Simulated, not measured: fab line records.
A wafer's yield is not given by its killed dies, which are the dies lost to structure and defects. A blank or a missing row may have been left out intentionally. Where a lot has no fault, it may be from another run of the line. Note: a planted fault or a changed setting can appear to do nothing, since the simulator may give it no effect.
fab line records :: flow n5-finfet :: part 2 of 2: steps 26 to 37 of 37
record
  lots=5
  wafers=15
  last-day=19
route steps=1938 shown BEOL_M10@1514 BEOL_M11@1536
lots with no fault: from the same line, run without faults
start-h: the number of hours between the record's first day and the start of the first shown wafer of the lot :: wait-h: hours elapsed since this lot's preceding step :: " the same as in the row above :: L1.1+2: a row that stands for several wafers :: - value missing, or start not given :: * or withheld: withheld :: < > ~ a bound
route shown NAME@n: a module of which the file shows steps, and the number in the route of the first :: usual: mean/standard deviation taken from wafers without a fault :: same: alike in all rows :: chamber/n: place in a boat :: sites: per-site readings :: _std_site: the values' standard deviation :: _edge_site: the outer-site mean with the inner-site mean subtracted :: radius-mm: for every site, how far away it sits from the centre of the wafer :: mask NAME#n: copy n :: behind: the tool/chamber that last shaped the wafer :: hold: what put the lot on hold/how long, in hours/how the hold closed :: device: transistor that didn't switch, given as n, p or np :: end of line: tests of these same wafers at the route's end :: for a step that has no rows: nothing shown but its recipe :: killed: dies that structure and defects cost at the first sort, which is not the same as the wafer's yield :: map: a wafer's dies, x killed, . not, _ none there
set.NAME: the setting that was run; set.NAME@STEP: the one run at that earlier step :: model.NAME: the simulator's own value behind a step, which no gauge read
a table for each step, a row for each wafer; lots at some steps of the route
services: the hour from which a tool's chamber was out of use, counted from the record's first day as start-h (under 0 if before that day), plus the number of hours and why
## steps
# step N5_BEOL_M11_PECVD_70
# recipe
  material=SiO2
  target-thk-a=200
  temp-c=400
  precursor=TEOS/O2
  pressure-torr=5.5
  rf-w=450
  teos-flow-sccm=53.8
  gas=O2
  flow-sccm=3000
  time-s=22.7
# usual
  heater-power-w=809/89
  showerhead-plenum-p-Torr=8.76/0.063
  showerhead-vpp-V=1229/68
  throttle-valve-pct=21.3/0.81
lot.wafer: L074.2
tool: pecvd-04
chamber: 0
start-h: 294.72
wait-h: 0.0
heater-power-w: 804
showerhead-plenum-p-Torr: 8.76
showerhead-vpp-V: 1234
throttle-valve-pct: 23.2

lot.wafer: L074.3
tool: pecvd-04
chamber: 2
start-h: 294.72
wait-h: 0.0
heater-power-w: 611
showerhead-plenum-p-Torr: 8.76
showerhead-vpp-V: 1176
throttle-valve-pct: 20.8

lot.wafer: L074.4
tool: pecvd-04
chamber: 1
start-h: 294.72
wait-h: 0.0
heater-power-w: 933
showerhead-plenum-p-Torr: 8.75
showerhead-vpp-V: 1244
throttle-valve-pct: 22.2

lot.wafer: L081.1
tool: pecvd-01
chamber: 2
start-h: 336.61
wait-h: 0.0
heater-power-w: 737
showerhead-plenum-p-Torr: 8.64
showerhead-vpp-V: 1278
throttle-valve-pct: 20.8

lot.wafer: L081.3
tool: pecvd-01
chamber: 0
start-h: 336.61
wait-h: 0.0
heater-power-w: 881
showerhead-plenum-p-Torr: 8.80
showerhead-vpp-V: 1286
throttle-valve-pct: 21.1

lot.wafer: L081.4
tool: pecvd-01
chamber: 1
start-h: 336.61
wait-h: 0.0
heater-power-w: 853
showerhead-plenum-p-Torr: 8.78
showerhead-vpp-V: 1123
throttle-valve-pct: 20.7

lot.wafer: L082.1
tool: pecvd-02
chamber: 0
start-h: 348.01
wait-h: 0.0
heater-power-w: 649
showerhead-plenum-p-Torr: 8.75
showerhead-vpp-V: 1198
throttle-valve-pct: 20.9

lot.wafer: L082.2
tool: pecvd-02
chamber: 2
start-h: 348.01
wait-h: 0.0
heater-power-w: 808
showerhead-plenum-p-Torr: 8.85
showerhead-vpp-V: 1375
throttle-valve-pct: 20.5

lot.wafer: L082.3
tool: pecvd-02
chamber: 1
start-h: 348.01
wait-h: 0.0
heater-power-w: 881
showerhead-plenum-p-Torr: 8.85
showerhead-vpp-V: 1149
throttle-valve-pct: 21.8

lot.wafer: L080.2
tool: pecvd-01
chamber: 1
start-h: 360.09
wait-h: 0.0
heater-power-w: 955
showerhead-plenum-p-Torr: 8.79
showerhead-vpp-V: 1130
throttle-valve-pct: 20.6

lot.wafer: L080.3
tool: pecvd-01
chamber: 2
start-h: 360.09
wait-h: 0.0
heater-power-w: 801
showerhead-plenum-p-Torr: 8.66
showerhead-vpp-V: 1268
throttle-valve-pct: 20.4

lot.wafer: L080.4
tool: pecvd-01
chamber: 0
start-h: 360.09
wait-h: 0.0
heater-power-w: 959
showerhead-plenum-p-Torr: 8.80
showerhead-vpp-V: 1283
throttle-valve-pct: 21.4

lot.wafer: L093.2
tool: pecvd-04
chamber: 0
start-h: 402.50
wait-h: 0.0
heater-power-w: 795
showerhead-plenum-p-Torr: 8.76
showerhead-vpp-V: 1233
throttle-valve-pct: 23.1

lot.wafer: L093.5
tool: pecvd-04
chamber: 2
start-h: 402.50
wait-h: 0.0
heater-power-w: 761
showerhead-plenum-p-Torr: 8.76
showerhead-vpp-V: 1211
throttle-valve-pct: 21.1

lot.wafer: L093.6
tool: pecvd-04
chamber: 0
start-h: 402.50
wait-h: 0.0
heater-power-w: 806
showerhead-plenum-p-Torr: 8.77
showerhead-vpp-V: 1253
throttle-valve-pct: 23.1
# step N5_BEOL_M11_HM_DEP_02
# recipe
  material=TiN
  target-thk-a=200
  temp-c=25
  chamber-pressure-pa=0.49996
# usual
  throttle-valve-pct=29.7/0.92
lot.wafer: L074.2
tool: pvd-sputter-01
chamber: -
start-h: 294.97
wait-h: 0.2
throttle-valve-pct: 28.8

lot.wafer: L074.3
tool: pvd-sputter-01
chamber: -
start-h: 294.97
wait-h: 0.2
throttle-valve-pct: 31.1

lot.wafer: L074.4
tool: pvd-sputter-01
chamber: -
start-h: 294.97
wait-h: 0.2
throttle-valve-pct: 28.6

lot.wafer: L081.1
tool: pvd-sputter-01
chamber: -
start-h: 337.82
wait-h: 1.2
throttle-valve-pct: 28.7

lot.wafer: L081.3
tool: pvd-sputter-01
chamber: -
start-h: 337.82
wait-h: 1.2
throttle-valve-pct: 29.8

lot.wafer: L081.4
tool: pvd-sputter-01
chamber: -
start-h: 337.82
wait-h: 1.2
throttle-valve-pct: 28.8

lot.wafer: L082.1
tool: pvd-sputter-01
chamber: -
start-h: 350.62
wait-h: 2.6
throttle-valve-pct: 31.2

lot.wafer: L082.2
tool: pvd-sputter-01
chamber: -
start-h: 350.62
wait-h: 2.6
throttle-valve-pct: 28.9

lot.wafer: L082.3
tool: pvd-sputter-01
chamber: -
start-h: 350.62
wait-h: 2.6
throttle-valve-pct: 29.6

lot.wafer: L080.2
tool: pvd-sputter-01
chamber: -
start-h: 360.19
wait-h: 0.1
throttle-valve-pct: 28.9

lot.wafer: L080.3
tool: pvd-sputter-01
chamber: -
start-h: 360.19
wait-h: 0.1
throttle-valve-pct: 28.6

lot.wafer: L080.4
tool: pvd-sputter-01
chamber: -
start-h: 360.19
wait-h: 0.1
throttle-valve-pct: 31.5

lot.wafer: L093.2
tool: pvd-sputter-03
chamber: -
start-h: 404.03
wait-h: 1.5
throttle-valve-pct: 30.8

lot.wafer: L093.5
tool: pvd-sputter-03
chamber: -
start-h: 404.03
wait-h: 1.5
throttle-valve-pct: 28.7

lot.wafer: L093.6
tool: pvd-sputter-03
chamber: -
start-h: 404.03
wait-h: 1.5
throttle-valve-pct: 29.9
# step N5_BEOL_M11_COAT_59
# recipe
  resist=SOC
  temp-c=250
  time-s=60
  spin-rpm=1500
  resist-thk-nm=100
lot.wafer: L074.2+3+4
tool: litho-track-05
chamber: 0
start-h: 295.09
wait-h: 0.1

lot.wafer: L081.1+3+4
tool: litho-track-05
chamber: 0
start-h: 337.95
wait-h: 0.1

lot.wafer: L082.1+2+3
tool: litho-track-03
chamber: 0
start-h: 350.75
wait-h: 0.1

lot.wafer: L080.2+3+4
tool: litho-track-02
chamber: 0
start-h: 360.32
wait-h: 0.1

lot.wafer: L093.2+5+6
tool: litho-track-02
chamber: 0
start-h: 404.16
wait-h: 0.1
# step N5_BEOL_M11_COAT_60
# recipe
  resist=SiARC
  temp-c=220
  time-s=60
  spin-rpm=1500
  resist-thk-nm=30
lot.wafer: L074.2+3+4
tool: litho-track-05
chamber: 0
start-h: -
wait-h: -

lot.wafer: L081.1+3+4
tool: litho-track-05
chamber: 0
start-h: -
wait-h: -

lot.wafer: L082.1+2+3
tool: litho-track-03
chamber: 0
start-h: -
wait-h: -

lot.wafer: L080.2+3+4
tool: litho-track-02
chamber: 0
start-h: -
wait-h: -

lot.wafer: L093.2+5+6
tool: litho-track-02
chamber: 0
start-h: -
wait-h: -
# step N5_BEOL_M11_COAT_05
# recipe
  resist=CAR-ArF
  spin-rpm=1500
  resist-thk-nm=90
lot.wafer: L074.2+3+4
tool: litho-track-05
chamber: 0
start-h: -
wait-h: -

lot.wafer: L081.1+3+4
tool: litho-track-05
chamber: 0
start-h: -
wait-h: -

lot.wafer: L082.1+2+3
tool: litho-track-03
chamber: 0
start-h: -
wait-h: -

lot.wafer: L080.2+3+4
tool: litho-track-02
chamber: 0
start-h: -
wait-h: -

lot.wafer: L093.2+5+6
tool: litho-track-02
chamber: 0
start-h: -
wait-h: -
# step N5_BEOL_M11_EBR_07
# recipe
  solvent=PGMEA
  ebr-width-mm=1.5
lot.wafer: L074.2+3+4
tool: litho-track-05
chamber: 0
start-h: -
wait-h: -

lot.wafer: L081.1+3+4
tool: litho-track-05
chamber: 0
start-h: -
wait-h: -

lot.wafer: L082.1+2+3
tool: litho-track-03
chamber: 0
start-h: -
wait-h: -

lot.wafer: L080.2+3+4
tool: litho-track-02
chamber: 0
start-h: -
wait-h: -

lot.wafer: L093.2+5+6
tool: litho-track-02
chamber: 0
start-h: -
wait-h: -
# step N5_BEOL_M11_SOFTBAKE_06
# recipe
  temp-c=110
  time-s=60
  resist=CAR-ArF
lot.wafer: L074.2+3+4
tool: litho-track-05
chamber: 0
start-h: -
wait-h: -

lot.wafer: L081.1+3+4
tool: litho-track-05
chamber: 0
start-h: -
wait-h: -

lot.wafer: L082.1+2+3
tool: litho-track-03
chamber: 0
start-h: -
wait-h: -

lot.wafer: L080.2+3+4
tool: litho-track-02
chamber: 0
start-h: -
wait-h: -

lot.wafer: L093.2+5+6
tool: litho-track-02
chamber: 0
start-h: -
wait-h: -
# step N5_BEOL_M11_EXPOSE_08
# recipe
  mask-id=M11
  na=1.35
  source-shape=dipole
  sigma-inner=0.411
  sigma-outer=0.611
  polarization=te
  dose-mj=53.75
# usual
  focus-offset-nm=0.1/0.57
# same
  dipole-opening-deg=40
  na=1.35
  sigma-outer=0.611
lot.wafer: L074.2
tool: arfi-scanner-01
chamber: 0
start-h: 295.34
wait-h: -
mask: M11#0
focus-offset-nm: 0.0

lot.wafer: L074.3
tool: arfi-scanner-01
chamber: 0
start-h: 295.34
wait-h: -
mask: M11#0
focus-offset-nm: -1.5

lot.wafer: L074.4
tool: arfi-scanner-01
chamber: 0
start-h: 295.34
wait-h: -
mask: M11#0
focus-offset-nm: -0.4

lot.wafer: L081.1
tool: arfi-scanner-01
chamber: 0
start-h: 338.19
wait-h: -
mask: M11#0
focus-offset-nm: -0.3

lot.wafer: L081.3
tool: arfi-scanner-01
chamber: 0
start-h: 338.19
wait-h: -
mask: M11#0
focus-offset-nm: -0.8

lot.wafer: L081.4
tool: arfi-scanner-01
chamber: 0
start-h: 338.19
wait-h: -
mask: M11#0
focus-offset-nm: -0.3

lot.wafer: L082.1
tool: arfi-scanner-02
chamber: 0
start-h: 350.99
wait-h: -
mask: M11#0
focus-offset-nm: 0.6

lot.wafer: L082.2
tool: arfi-scanner-02
chamber: 0
start-h: 350.99
wait-h: -
mask: M11#0
focus-offset-nm: -0.2

lot.wafer: L082.3
tool: arfi-scanner-02
chamber: 0
start-h: 350.99
wait-h: -
mask: M11#0
focus-offset-nm: -0.1

lot.wafer: L080.2
tool: arfi-scanner-02
chamber: 0
start-h: 360.44
wait-h: -
mask: M11#0
focus-offset-nm: 0.8

lot.wafer: L080.3
tool: arfi-scanner-02
chamber: 0
start-h: 360.44
wait-h: -
mask: M11#0
focus-offset-nm: 0.6

lot.wafer: L080.4
tool: arfi-scanner-02
chamber: 0
start-h: 360.44
wait-h: -
mask: M11#0
focus-offset-nm: 1.6

lot.wafer: L093.2
tool: arfi-scanner-02
chamber: 0
start-h: 404.28
wait-h: -
mask: M11#0
focus-offset-nm: 0.1

lot.wafer: L093.5
tool: arfi-scanner-02
chamber: 0
start-h: 404.28
wait-h: -
mask: M11#0
focus-offset-nm: 0.2

lot.wafer: L093.6
tool: arfi-scanner-02
chamber: 0
start-h: 404.28
wait-h: -
mask: M11#0
focus-offset-nm: 0.7
# step N5_BEOL_M11_PEB_09
# recipe
  peb-temp-c=withheld
  peb-time-s=60
  resist=CAR-ArF
lot.wafer: L074.2+3+4
tool: litho-track-05
chamber: 0
start-h: 295.40
wait-h: 0.0

lot.wafer: L081.1+3+4
tool: litho-track-05
chamber: 0
start-h: 338.25
wait-h: 0.1

lot.wafer: L082.1+2+3
tool: litho-track-02
chamber: 0
start-h: 351.05
wait-h: 0.1

lot.wafer: L080.2+3+4
tool: litho-track-02
chamber: 0
start-h: 360.50
wait-h: 0.0

lot.wafer: L093.2+5+6
tool: litho-track-02
chamber: 0
start-h: 404.33
wait-h: 0.0
# step N5_BEOL_M11_DEVELOP_10
# recipe
  develop-time-s=30
  developer=TMAH
  resist=CAR-ArF
  rinse-liquid=diw
  dry=air-spin
  dev-temp-c=23
# usual
  developer-temp-C=23.02/0.099
lot.wafer: L074.2
tool: litho-track-05
chamber: 0
start-h: -
wait-h: -
developer-temp-C: 23.14

lot.wafer: L074.3
tool: litho-track-05
chamber: 0
start-h: -
wait-h: -
developer-temp-C: 22.96

lot.wafer: L074.4
tool: litho-track-05
chamber: 0
start-h: -
wait-h: -
developer-temp-C: 23.07

lot.wafer: L081.1
tool: litho-track-05
chamber: 0
start-h: -
wait-h: -
developer-temp-C: 22.88

lot.wafer: L081.3
tool: litho-track-05
chamber: 0
start-h: -
wait-h: -
developer-temp-C: 22.99

lot.wafer: L081.4
tool: litho-track-05
chamber: 0
start-h: -
wait-h: -
developer-temp-C: 23.05

lot.wafer: L082.1
tool: litho-track-02
chamber: 0
start-h: -
wait-h: -
developer-temp-C: 22.99

lot.wafer: L082.2
tool: litho-track-02
chamber: 0
start-h: -
wait-h: -
developer-temp-C: 23.06

lot.wafer: L082.3
tool: litho-track-02
chamber: 0
start-h: -
wait-h: -
developer-temp-C: 22.88

lot.wafer: L080.2
tool: litho-track-02
chamber: 0
start-h: -
wait-h: -
developer-temp-C: 23.05

lot.wafer: L080.3
tool: litho-track-02
chamber: 0
start-h: -
wait-h: -
developer-temp-C: 23.05

lot.wafer: L080.4
tool: litho-track-02
chamber: 0
start-h: -
wait-h: -
developer-temp-C: 22.98

lot.wafer: L093.2
tool: litho-track-02
chamber: 0
start-h: -
wait-h: -
developer-temp-C: 23.15

lot.wafer: L093.5
tool: litho-track-02
chamber: 0
start-h: -
wait-h: -
developer-temp-C: 22.98

lot.wafer: L093.6
tool: litho-track-02
chamber: 0
start-h: -
wait-h: -
developer-temp-C: 23.14
# step N5_BEOL_M11_CD_MEAS_11
# recipe
  target-cd-nm=64.1
  landing-energy-ev=500
  detector=se-inlens
  polarity=opening
# usual
  cd-nm=64.0/0.59
lot.wafer: L074.2
tool: cd-sem-03
chamber: 0
start-h: 295.47
wait-h: -
cd-nm: 63.1

lot.wafer: L074.3
tool: cd-sem-03
chamber: 0
start-h: 295.47
wait-h: -
cd-nm: 63.7

lot.wafer: L074.4
tool: cd-sem-03
chamber: 0
start-h: 295.47
wait-h: -
cd-nm: 63.3

lot.wafer: L081.1
tool: cd-sem-03
chamber: 0
start-h: 338.31
wait-h: -
cd-nm: 64.2

lot.wafer: L081.3
tool: cd-sem-03
chamber: 0
start-h: 338.31
wait-h: -
cd-nm: 64.0

lot.wafer: L081.4
tool: cd-sem-03
chamber: 0
start-h: 338.31
wait-h: -
cd-nm: 63.5

lot.wafer: L082.1
tool: cd-sem-01
chamber: 0
start-h: 351.12
wait-h: -
cd-nm: 64.1

lot.wafer: L082.2
tool: cd-sem-01
chamber: 0
start-h: 351.12
wait-h: -
cd-nm: 64.0

lot.wafer: L082.3
tool: cd-sem-01
chamber: 0
start-h: 351.12
wait-h: -
cd-nm: 64.8

lot.wafer: L080.2
tool: cd-sem-03
chamber: 0
start-h: 360.57
wait-h: -
cd-nm: 64.6

lot.wafer: L080.3
tool: cd-sem-03
chamber: 0
start-h: 360.57
wait-h: -
cd-nm: 64.2

lot.wafer: L080.4
tool: cd-sem-03
chamber: 0
start-h: 360.57
wait-h: -
cd-nm: 64.1

lot.wafer: L093.2
tool: cd-sem-03
chamber: 0
start-h: 404.40
wait-h: -
cd-nm: 64.0

lot.wafer: L093.5
tool: cd-sem-03
chamber: 0
start-h: 404.40
wait-h: -
cd-nm: 64.3

lot.wafer: L093.6
tool: cd-sem-03
chamber: 0
start-h: 404.40
wait-h: -
cd-nm: 64.4
# step N5_BEOL_M11_OVL_MEAS_12
# recipe
  points-per-wafer=44
# usual
  M11_OVL=0.2/0.92
lot.wafer: L074.2
tool: overlay-01
chamber: 0
start-h: 295.49
wait-h: 0.0
M11_OVL[nm]: -0.6

lot.wafer: L074.3
tool: overlay-01
chamber: 0
start-h: 295.49
wait-h: 0.0
M11_OVL[nm]: -1.7

lot.wafer: L074.4
tool: overlay-01
chamber: 0
start-h: 295.49
wait-h: 0.0
M11_OVL[nm]: -0.6

lot.wafer: L081.1
tool: overlay-02
chamber: 0
start-h: 338.34
wait-h: 0.0
M11_OVL[nm]: -0.3

lot.wafer: L081.3
tool: overlay-02
chamber: 0
start-h: 338.34
wait-h: 0.0
M11_OVL[nm]: -0.3

lot.wafer: L081.4
tool: overlay-02
chamber: 0
start-h: 338.34
wait-h: 0.0
M11_OVL[nm]: -1.8

lot.wafer: L082.1
tool: overlay-01
chamber: 0
start-h: 351.15
wait-h: 0.0
M11_OVL[nm]: 1.3

lot.wafer: L082.2
tool: overlay-01
chamber: 0
start-h: 351.15
wait-h: 0.0
M11_OVL[nm]: -0.5

lot.wafer: L082.3
tool: overlay-01
chamber: 0
start-h: 351.15
wait-h: 0.0
M11_OVL[nm]: 0.9

lot.wafer: L080.2
tool: overlay-01
chamber: 0
start-h: 360.59
wait-h: 0.0
M11_OVL[nm]: 1.4

lot.wafer: L080.3
tool: overlay-01
chamber: 0
start-h: 360.59
wait-h: 0.0
M11_OVL[nm]: 0.6

lot.wafer: L080.4
tool: overlay-01
chamber: 0
start-h: 360.59
wait-h: 0.0
M11_OVL[nm]: 1.0

lot.wafer: L093.2
tool: overlay-02
chamber: 0
start-h: 404.43
wait-h: 0.0
M11_OVL[nm]: -0.4

lot.wafer: L093.5
tool: overlay-02
chamber: 0
start-h: 404.43
wait-h: 0.0
M11_OVL[nm]: 0.9

lot.wafer: L093.6
tool: overlay-02
chamber: 0
start-h: 404.43
wait-h: 0.0
M11_OVL[nm]: 0.9
## services
tool: pecvd-01
chamber: -
start-h: 270.69
hours: 1.4
kind: repair

tool: uv-cure-02
chamber: -
start-h: 271.35
hours: 0.6
kind: repair

tool: uv-cure-02
chamber: -
start-h: 278.15
hours: 7.5
kind: pm

tool: wet-bench-01
chamber: -
start-h: 281.98
hours: 1.6
kind: repair

tool: arfi-scanner-02
chamber: -
start-h: 287.64
hours: 1.1
kind: repair

tool: pecvd-03
chamber: -
start-h: 289.91
hours: 1.7
kind: repair

tool: cmp-01
chamber: -
start-h: 294.99
hours: 0.6
kind: repair

tool: cvd-co-01
chamber: 0
start-h: 297.63
hours: 23.3
kind: repair

tool: arfi-scanner-02
chamber: -
start-h: 300.81
hours: 0.9
kind: repair

tool: arfi-scanner-02
chamber: -
start-h: 305.17
hours: 4.4
kind: repair

tool: pecvd-02
chamber: -
start-h: 311.91
hours: 1.3
kind: repair

tool: pecvd-01
chamber: -
start-h: 316.05
hours: 2.9
kind: repair

tool: ald-metal-02
chamber: -
start-h: 317.14
hours: 2.8
kind: pm

tool: rtp-anneal-02
chamber: -
start-h: 319.54
hours: 5.6
kind: pm

tool: arfi-scanner-02
chamber: -
start-h: 324.72
hours: 1.3
kind: pm

tool: pvd-sputter-02
chamber: -
start-h: 325.03
hours: 0.5
kind: repair

tool: pecvd-04
chamber: 1
start-h: 327.29
hours: 5.7
kind: repair

tool: pvd-sputter-02
chamber: -
start-h: 345.96
hours: 8.9
kind: repair

tool: pecvd-03
chamber: -
start-h: 352.76
hours: 14.6
kind: pm

tool: pecvd-04
chamber: 2
start-h: 366.64
hours: 20.6
kind: repair

tool: rie-diel-02
chamber: 2
start-h: 383.45
hours: 6.2
kind: repair

tool: pecvd-02
chamber: -
start-h: 383.77
hours: 14.6
kind: pm

tool: pvd-sputter-03
chamber: -
start-h: 388.30
hours: 6.5
kind: repair

tool: rie-diel-02
chamber: -
start-h: 401.16
hours: 2.8
kind: pm
